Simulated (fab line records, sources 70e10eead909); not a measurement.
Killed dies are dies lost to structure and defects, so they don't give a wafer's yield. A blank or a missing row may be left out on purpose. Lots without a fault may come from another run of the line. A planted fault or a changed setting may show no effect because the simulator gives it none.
Which tool did it? | flow nand_harc | 12 lots, 36 wafers sampled, at 5 steps of a route of 1159

WHAT THE GAUGES READ, wafer by wafer
NHARC_END_SORT_01. Usual: killed_at_array 27, standard deviation 11; killed_at_other 0.7, standard deviation 1.1; killed_at_periphery 3.4, standard deviation 2.1; killed_dies 31, standard deviation 12; killed_open 3.6, standard deviation 2; killed_short 2.0, standard deviation 1.3.
lot  | measured     | on        | killed_at_array | killed_at_other | killed_at_periphery | killed_dies | killed_open | killed_short | flag
L179 | day 22 14:36 | prober-02 | 673 674 671     | 1 1 0           | 3 2 6               | 677 677 677 | 7 4 3       | 1 1 1        | OFF
L182 | day 23 04:37 | prober-01 | 672 672 670     | 0 1 2           | 5 4 5               | 677 677 677 | 3 5 0       | 2 1 3        | OFF
L183 | day 23 12:23 | prober-02 | 669 671 675     | 1 0 0           | 7 6 2               | 677 677 677 | 7 2 3       | 4 2 2        | OFF

WHICH TOOL RAN EACH LOT (tool, then ch and the chambers of the sampled wafers, then the start)
lot  | NHARC_A_STAIRCASE_DESCUM_11        | NHARC_A_STAIRCASE_ETCH_21                     | NHARC_A_STAIRCASE_ETCH_23          | NHARC_A_STAIRCASE_TRIM_26
L167 | rie_diel-04 ch 0,2,3, day 10 20:53 | rie_diel-02 ch 1,2,3, day 10 22:27 or earlier | rie_diel-02 ch 0,1, day 10 22:27   | rie_diel-02 ch 1,3, no start
L168 | rie_diel-02 ch 0,3, day 11 05:07   | rie_diel-02 ch 0,1, day 11 06:59 or earlier   | rie_diel-02 ch 0,1,3, day 11 06:59 | rie_diel-02 ch 0,1,3, no start
L171 | rie_diel-02 ch 0,1,3, day 11 18:52 | rie_diel-02 ch 0,2, day 11 20:29 or earlier   | rie_diel-02 ch 1,3, day 11 20:29   | rie_diel-02 ch 0,1,3, no start
L175 | rie_diel-01 ch 0,1,3, day 12 18:51 | rie_diel-01 ch 0,1,3, day 12 20:27 or earlier | rie_diel-01 ch 0,1,3, day 12 20:27 | rie_diel-01 ch 0,2,3, no start
L181 | rie_diel-01 ch 1,3, day 14 03:16   | rie_diel-02 ch 0,1, day 14 04:58 or earlier   | rie_diel-02 ch 0,1,3, day 14 04:58 | rie_diel-02 ch 1,2, no start
L179 | rie_diel-02 ch 0,2,3, day 14 04:20 | rie_diel-02 ch 0,2,3, day 14 06:04 or earlier | rie_diel-02 ch 0,1,3, day 14 06:04 | rie_diel-02 ch 0,1,3, day 22 14:36 or earlier
L182 | rie_diel-02 ch 0,1,2, day 14 10:30 | rie_diel-02 ch 0,1,3, day 14 12:10 or earlier | rie_diel-02 ch 0,2,3, day 14 12:10 | rie_diel-02 ch 0,1,3, day 23 04:37 or earlier
L183 | rie_diel-01 ch 1,2, day 14 16:22   | rie_diel-01 ch 1,3, day 14 19:23 or earlier   | rie_diel-01 ch 0,1,3, day 14 19:23 | rie_diel-01 ch 0,1,3, day 23 12:23 or earlier
L185 | rie_diel-04 ch 0,1,2, day 14 17:02 | rie_diel-01 ch 2,3, day 14 22:45 or earlier   | rie_diel-01 ch 0,2,3, day 14 22:45 | rie_diel-01 ch 1,2, no start
L187 | rie_diel-04 ch 0,1,3, day 15 06:31 | rie_diel-02 ch 1,2,3, day 15 08:07 or earlier | rie_diel-02 ch 0,1,3, day 15 08:07 | rie_diel-02 ch 0,1,3, no start
L190 | rie_diel-01 ch 1,3, day 16 02:53   | rie_diel-01 ch 0,2, day 16 04:38 or earlier   | rie_diel-01 ch 0,3, day 16 04:38   | rie_diel-01 ch 1,3, no start
L189 | rie_diel-02 ch 1,2, day 16 11:29   | rie_diel-04 ch 1,2, day 16 14:28 or earlier   | rie_diel-04 ch 0,1,3, day 16 14:28 | rie_diel-04 ch 0,2,3, no start
- NHARC_A_STAIRCASE_DESCUM_11: chemistry O2, time 3 s.
- NHARC_A_STAIRCASE_ETCH_21: etches the open film in C4F8/O2, target depth 100 nm, time 40.5 s.
- NHARC_A_STAIRCASE_ETCH_23: etches the open film in C4F8/O2, target depth 100 nm, time 40.5 s.
- NHARC_A_STAIRCASE_TRIM_26: chemistry O2, time 211.2 s.

WHAT THE TOOLS THEMSELVES READ (means of the sampled wafers that have a number; where no wafer has one, the mark that the record gives instead)
NHARC_A_STAIRCASE_DESCUM_11. Usual: drypump_motor_current_A 5.5 A, standard deviation 0.45; oes_product_au 1.005 a.u., standard deviation 0.0098; rf_vpp_V 57.7 V, standard deviation 0.82; showerhead_plenum_p_Torr 1.88 Torr, standard deviation 0.073; throttle_valve_pct 11.310 %, standard deviation 0.0091.
lot  | tool        | drypump_motor_current_A (A) | oes_product_au (a.u.) | rf_vpp_V (V) | showerhead_plenum_p_Torr (Torr) | throttle_valve_pct (%) | flag
L167 | rie_diel-04 | 5.6                         | 1.000                 | 57.3         | 1.88                            | 11.317                 |
L168 | rie_diel-02 | 5.8                         | 1.005                 | 58.7         | 1.90                            | 11.302                 |
L171 | rie_diel-02 | 5.6                         | 1.006                 | 58.3         | 1.92                            | 11.301                 |
L175 | rie_diel-01 | 5.4                         | 1.011                 | 58.0         | 1.83                            | 11.314                 |
L181 | rie_diel-01 | 5.2                         | 1.002                 | 57.7         | 1.88                            | 11.309                 |
L179 | rie_diel-02 | 5.5                         | 1.010                 | 57.7         | 1.85                            | 11.305                 |
L182 | rie_diel-02 | 5.5                         | 1.004                 | 57.5         | 1.86                            | 11.323                 |
L183 | rie_diel-01 | 5.7                         | 1.004                 | 58.6         | 1.93                            | 11.315                 |
L185 | rie_diel-04 | 5.4                         | 1.007                 | 57.5         | 1.90                            | 11.318                 |
L187 | rie_diel-04 | 5.2                         | 1.002                 | 57.6         | 1.88                            | 11.315                 |
L190 | rie_diel-01 | 4.9                         | 1.004                 | 58.9         | 2.02                            | 11.301                 |
L189 | rie_diel-02 | 5.3                         | 1.017                 | 58.8         | 2.03                            | 11.311                 |

NHARC_A_STAIRCASE_ETCH_21. Usual: bias_w 1000 W, standard deviation 3.2; chamber_pressure_mTorr 25.001 mTorr, standard deviation 0.025; oes_product_au 0.951 a.u., standard deviation 0.016; rf_vpp_V 893 V, standard deviation 4.6.
lot  | tool        | bias_w (W) | chamber_pressure_mTorr (mTorr) | oes_product_au (a.u.) | rf_vpp_V (V) | flag
L167 | rie_diel-02 | 1000       | 25.000                         | 0.956                 | 894          |
L168 | rie_diel-02 | 1003       | 24.999                         | 0.945                 | 896          |
L171 | rie_diel-02 | 998        | 24.981                         | 0.943                 | 889          |
L175 | rie_diel-01 | 999        | 24.997                         | 0.952                 | 891          |
L181 | rie_diel-02 | 1000       | 24.974                         | 0.957                 | 895          |
L179 | rie_diel-02 | 1001       | 24.994                         | 0.951                 | 893          |
L182 | rie_diel-02 | 997        | 25.000                         | 0.950                 | 896          |
L183 | rie_diel-01 | 998        | 25.008                         | 0.941                 | 903          |
L185 | rie_diel-01 | 1002       | 25.002                         | 0.951                 | 895          |
L187 | rie_diel-02 | 999        | 24.997                         | 0.973                 | 899          |
L190 | rie_diel-01 | 1003       | 25.010                         | 0.958                 | 890          |
L189 | rie_diel-04 | 1001       | 25.002                         | 0.947                 | 895          |

NHARC_A_STAIRCASE_ETCH_23. Usual: bias_w 999.7 W, standard deviation 2.8; chamber_pressure_mTorr 24.999 mTorr, standard deviation 0.025; oes_product_au 0.945 a.u., standard deviation 0.013; rf_vpp_V 894 V, standard deviation 4.5.
lot  | tool        | bias_w (W) | chamber_pressure_mTorr (mTorr) | oes_product_au (a.u.) | rf_vpp_V (V) | flag
L167 | rie_diel-02 | 999.3      | 24.996                         | 0.959                 | 897          |
L168 | rie_diel-02 | 997.9      | 25.031                         | 0.950                 | 896          |
L171 | rie_diel-02 | 999.3      | 24.995                         | 0.948                 | 897          |
L175 | rie_diel-01 | 1001.2     | 25.011                         | 0.937                 | 891          |
L181 | rie_diel-02 | 998.4      | 25.012                         | 0.934                 | 897          |
L179 | rie_diel-02 | -          | -                              | -                     | -            | OFF
L182 | rie_diel-02 | -          | -                              | -                     | -            | OFF
L183 | rie_diel-01 | -          | -                              | -                     | -            | OFF
L185 | rie_diel-01 | 1000.3     | 25.007                         | 0.938                 | 891          |
L187 | rie_diel-02 | 997.8      | 24.989                         | 0.951                 | 896          |
L190 | rie_diel-01 | 999.9      | 25.024                         | 0.931                 | 890          |
L189 | rie_diel-04 | 998.1      | 24.997                         | 0.936                 | 893          |

NHARC_A_STAIRCASE_TRIM_26. Usual: drypump_motor_current_A 5.5 A, standard deviation 0.44; oes_product_au 1.006 a.u., standard deviation 0.0085; rf_vpp_V 57.7 V, standard deviation 0.84; showerhead_plenum_p_Torr 3.46 Torr, standard deviation 0.13; throttle_valve_pct 17.037 %, standard deviation 0.0092.
lot  | tool        | drypump_motor_current_A (A) | oes_product_au (a.u.) | rf_vpp_V (V) | showerhead_plenum_p_Torr (Torr) | throttle_valve_pct (%) | flag
L167 | rie_diel-02 | 5.4                         | 1.000                 | 58.3         | 3.56                            | 17.042                 |
L168 | rie_diel-02 | 5.6                         | 1.004                 | 57.7         | 3.54                            | 17.030                 |
L171 | rie_diel-02 | 5.6                         | 1.006                 | 58.1         | 3.54                            | 17.042                 |
L175 | rie_diel-01 | 5.8                         | 1.015                 | 57.2         | 3.44                            | 17.031                 |
L181 | rie_diel-02 | 5.4                         | 1.010                 | 57.2         | 3.48                            | 17.036                 |
L179 | rie_diel-02 | 5.6                         | 0.993                 | 57.2         | 3.53                            | 17.037                 |
L182 | rie_diel-02 | 5.6                         | 1.012                 | 57.4         | 3.53                            | 17.044                 |
L183 | rie_diel-01 | 5.4                         | 1.001                 | 58.0         | 3.56                            | 17.031                 |
L185 | rie_diel-01 | 5.3                         | 1.008                 | 58.2         | 3.68                            | 17.041                 |
L187 | rie_diel-02 | 5.6                         | 1.004                 | 57.9         | 3.52                            | 17.033                 |
L190 | rie_diel-01 | 5.0                         | 0.999                 | 58.4         | 3.72                            | 17.034                 |
L189 | rie_diel-04 | 5.6                         | 1.008                 | 57.3         | 3.44                            | 17.044                 |

THE ANSWER, worked out from the rows above alone
Rule: a lot is off if the mean of its wafers that have a number lies more than 3 standard deviations from the usual mean. A lot without any number at a reading at which 4 lots or more have one is off too. The other lots that the step has rows for count as sound. The gauges are gone through in route order, then the tools' own readings, and for those a lot's mean is taken as printed above. The first step at which some lot is off is used, and at that step the reading that is off furthest; a lot without a number counts as furthest.
Off: L179, L182, L183, at NHARC_END_SORT_01 (killed_at_array). Neither off nor sound, because the step has no rows for them: L167, L168, L171, L175, L181, L185, L187, L190, L189.
A tool fits if, at a process step before that reading, it ran every lot that is off, and no sound lot after the first of them. The gauges at NHARC_END_SORT_01 aren't tried: what is off there is off at NHARC_A_STAIRCASE_ETCH_23 too, on other tools, and a gauge's error can't cause that. NHARC_A_STAIRCASE_ETCH_21 gives no start for some lots, so the hours and the order of its lots are those of NHARC_A_STAIRCASE_ETCH_23. NHARC_A_STAIRCASE_TRIM_26 gives no start for some lots, so the hours and the order of its lots are those of NHARC_END_SORT_01. None of those tried fits.

WHAT THE SIMULATOR HAD PUT IN
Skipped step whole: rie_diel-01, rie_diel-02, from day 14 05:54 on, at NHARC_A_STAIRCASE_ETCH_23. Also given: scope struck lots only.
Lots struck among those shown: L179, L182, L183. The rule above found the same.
